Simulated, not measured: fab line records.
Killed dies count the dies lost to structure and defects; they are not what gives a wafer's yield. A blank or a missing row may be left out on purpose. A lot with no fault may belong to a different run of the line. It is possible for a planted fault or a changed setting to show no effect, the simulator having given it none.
Chamber matching    flow nand-harc    NHARC_P_STI_DESCUM_14 on rie-diel-06 has 4 sister chambers
The step chemistry O2, time 3 s. 20 wafers are shown with their chamber, then 10 later ones without.

## WAFERS, EACH WITH ITS CHAMBER
wafer   chamber  drypump-motor-current-A (A)  oes-product-au (a.u.)  rf-vpp-V (V)
L074.3  0        5.2                          1.016                  57.9
L074.5  0        5.2                          1.004                  58.2
L074.6  3        5.5                          1.009                  57.7
L076.2  0        5.2                          1.010                  56.7
L076.5  0        5.2                          1.024                  58.6
L076.6  3        5.5                          1.004                  57.7
L077.2  1        5.4                          0.988                  57.5
L077.3  2        5.6                          1.011                  58.6
L077.5  1        5.4                          0.993                  58.2
L078.1  1        5.5                          1.001                  57.0
L078.5  0        5.2                          1.018                  56.5
L078.6  3        5.5                          1.007                  57.0
L079.1  0        5.1                          1.012                  57.6
L079.5  2        5.6                          1.018                  57.7
L079.6  1        5.4                          1.000                  58.5
L084.1  2        5.6                          0.987                  57.5
L084.2  0        5.2                          0.995                  57.3
L084.6  3        5.5                          1.011                  56.7
L085.2  3        5.5                          1.001                  57.8
L085.3  0        5.2                          0.993                  57.4

SIGNATURES (means of the wafers above)
reading                  chamber 0  chamber 1  chamber 2  chamber 3  scatter within a chamber
drypump-motor-current-A  5.188      5.425      5.600      5.500      0.0319
oes-product-au           1.00900    0.99550    1.00533    1.00640    0.00983
rf-vpp-V                 57.525     57.800     57.933     57.380     0.643
Rule: a wafer lies at a distance from a chamber equal to the root of the sum of squares, over the readings, of (its reading less the chamber's mean, divided by the reading's scatter). The wafer belongs to the nearest chamber; if the next one is less than 2 further off, it can't be placed. The scatter is the square root of a quotient: the sum, over the shown wafers, of each reading's squared deviation from its chamber's mean, divided by wafers minus chambers.

## WAFERS MISSING THEIR CHAMBER
wafer   drypump-motor-current-A (A)  oes-product-au (a.u.)  rf-vpp-V (V)
L085.6  5.2                          0.993                  58.2
L089.2  5.4                          1.008                  57.6
L089.5  5.2                          0.994                  58.8
L089.6  5.5                          0.998                  56.4
L092.1  5.6                          0.998                  58.2
L092.2  5.1                          1.001                  57.9
L092.4  5.4                          1.017                  57.7
L094.1  5.4                          1.007                  56.7
L094.4  5.5                          0.997                  58.0
L094.5  5.5                          1.002                  57.4

## EACH ONE'S CHAMBER
wafer   from the rows above           in truth
L085.6  0                             0
L089.2  can't be placed: 1 or 3       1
L089.5  0                             0
L089.6  can't be placed: 3 or 1       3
L092.1  2                             2
L092.2  0                             0
L092.4  can't be placed: 1 or 3       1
L094.1  can't be placed: 1 or 3       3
L094.4  can't be placed: 3 or 1 or 2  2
L094.5  3                             3
5 of 10 placed correctly. Unplaceable from these rows: 5, with the true chamber sitting among the candidates in 5. Wrongly placed: 0.
